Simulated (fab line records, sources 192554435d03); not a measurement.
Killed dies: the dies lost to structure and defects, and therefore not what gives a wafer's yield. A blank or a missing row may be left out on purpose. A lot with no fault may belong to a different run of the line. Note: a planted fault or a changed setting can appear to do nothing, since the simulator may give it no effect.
Split-lot trial ; flow n5_finfet ; 21 wafers read from 7 lots, route of 1938 steps

THE SPLIT
At N5_SD_EPI_N_COAT_33 (time 60 s, resist thk 35 nm), the setting spin_rpm was moved away from the recipe's 1500 rpm on 12 of the 21 wafers read, by -10.1% to +10.6%. All remaining wafers had this setting at the recipe value.

FROM THE SPLIT TO THE READING: what the file shows between them, 8 steps
- N5_SD_EPI_N_COAT_03: resist thk 150 nm (also split here: spin_rpm)
- N5_SD_EPI_N_EBR_05
- N5_SD_EPI_N_SOFTBAKE_04: time 60 s
- N5_SD_EPI_N_EXPOSE_06: exposes mask SD N BLK, target cd 120 nm
- N5_SD_EPI_N_PEB_07: peb time 60 s
- N5_SD_EPI_N_DEVELOP_08: develop time 30 s
- N5_SD_EPI_N_DESCUM_14: chemistry O2, time 7.9 s
- N5_SD_EPI_N_ETCH_34: etches SiARC in CF4, target depth 45.5 nm, time 75.8 s

THE READING
SiARC_of_SD_EPI_N_COAT_33.thk_nm (the simulator's own value, which no gauge read), in nm, at N5_SD_EPI_N_ETCH_35 (etches SOC in N2/H2, overetch 108 nm, time 486 s). The file does not state a usual value for it. Across the 9 wafers here that went through the recipe, the average is 19.6 nm and the standard deviation 0.27 nm.

wafer;tool, chamber at the split;spin_rpm as run, rpm;against the recipe;SiARC_of_SD_EPI_N_COAT_33.thk_nm, nm;against lot-mates on the recipe
L078.1;litho_track-01, 0;1361;-9.3%;23;+3.4
L078.2;litho_track-01, 0;1361;-9.3%;21.4;+1.8
L078.3;litho_track-01, 0;1500;recipe;19.6;-
L081.2;litho_track-02, 0;1349;-10.1%;21.2;no lot-mate on the recipe
L081.4;litho_track-02, 0;1349;-10.1%;22.6;no lot-mate on the recipe
L081.5;litho_track-02, 0;1349;-10.1%;22.8;no lot-mate on the recipe
L082.1;litho_track-01, 0;1500;recipe;19.2;-
L082.5;litho_track-01, 0;1500;recipe;19.4;-
L082.6;litho_track-01, 0;1591;+6.1%;18.4;-0.9
L087.1;litho_track-02, 0;1500;recipe;20;-
L087.3;litho_track-02, 0;1659;+10.6%;18.4;-1.6
L087.4;litho_track-02, 0;1659;+10.6%;17.8;-2.2
L088.1;litho_track-04, 0;1647;+9.8%;18.2;-1.6
L088.6;litho_track-04, 0;1647;+9.8%;18.2;-1.6
L088.4;litho_track-04, 0;1500;recipe;19.8;-
L090.2;litho_track-02, 0;1583;+5.5%;19;-1.0
L090.4;litho_track-02, 0;1583;+5.5%;18.8;-1.2
L090.5;litho_track-02, 0;1500;recipe;20;-
L097.1;litho_track-04, 0;1500;recipe;19.6;-
L097.5;litho_track-04, 0;1500;recipe;19.4;-
L097.6;litho_track-04, 0;1500;recipe;19.4;-

FIT RESULTS
A straight line over all 21 wafers: SiARC_of_SD_EPI_N_COAT_33.thk_nm changes by -0.206 nm for each +1% of spin_rpm; r = -0.94; the points scatter about the line by 0.54 nm.
The same after taking each lot's own level away (the mean of its wafers on the recipe; 18 wafers): -0.211 nm for each +1%; r = -0.96; scatter 0.4 nm.
The reading moves by 2.2 nm for the largest change in spin_rpm, on that fit.
The lots' own levels span 19.30 to 20.00 nm, that is 2.6 times the standard deviation above.
The two slopes agree, so the slope changes little with the lot-to-lot level.
Check: with one of the wafers moved furthest among these (+10.6%) left out of the fit, the line predicts -2.14 nm for it against its lot-mates. Against them it came out at -1.6 nm.

OTHER SPLITS APPLIED TO THESE WAFERS
Other splits were also applied to these wafers ahead of the reading. Each is held against what the fit with the lots' levels taken away leaves over:
other split on the same wafers;wafers away from the commonest value;r with SiARC_of_SD_EPI_N_COAT_33.thk_nm (lot level and that fit taken away)
N5_FIN_SAQP_EXPOSE_13 dose_mj;11;+0.27
N5_FIN_SAQP_DEVELOP_15 develop_time_s;5;+0.06
N5_FIN_CUT_COAT_02 spin_rpm;7;+0.00
N5_DUMMY_GATE_PECVD_30 time_s;5;-0.26
N5_DUMMY_GATE_EXPOSE_12 dose_mj;5;-0.22
N5_SD_EPI_N_COAT_03 spin_rpm;7;-0.02

THE WHOLE CHAIN: every reading that the file lists as answering this split, in the file's order
step;what it does;reading;change (the file's fit);r (the file's)
N5_SD_EPI_N_COAT_33;time 60 s, resist thk 35 nm;SiARC_of_SD_EPI_N_COAT_33.thk_nm (the simulator's own value, which no gauge read);-0.176 nm for each +1% of the setting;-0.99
N5_SD_EPI_N_ETCH_34;etches SiARC in CF4, target depth 45.5 nm, time 75.8 s;etch.depth_nm (the simulator's own value, which no gauge read);-0.171 nm for each +1% of the setting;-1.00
N5_SD_EPI_N_ETCH_35;etches SOC in N2/H2, overetch 108 nm, time 486 s;SiARC_of_SD_EPI_N_COAT_33.thk_nm (the simulator's own value, which no gauge read);-0.198 nm for each +1% of the setting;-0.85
N5_SD_EPI_N_ETCH_34;etches SiARC in CF4, target depth 45.5 nm, time 75.8 s;CAR-ArF-block_of_SD_EPI_N_COAT_03.thk_nm (the simulator's own value, which no gauge read);+0.154 nm for each +1% of the setting, in a fit together with spin_rpm@SD_EPI_N_COAT_03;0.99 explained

FILE'S OWN FIT
SiARC_of_SD_EPI_N_COAT_33.thk_nm changes by -0.198 nm for each +1% of spin_rpm, r = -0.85.
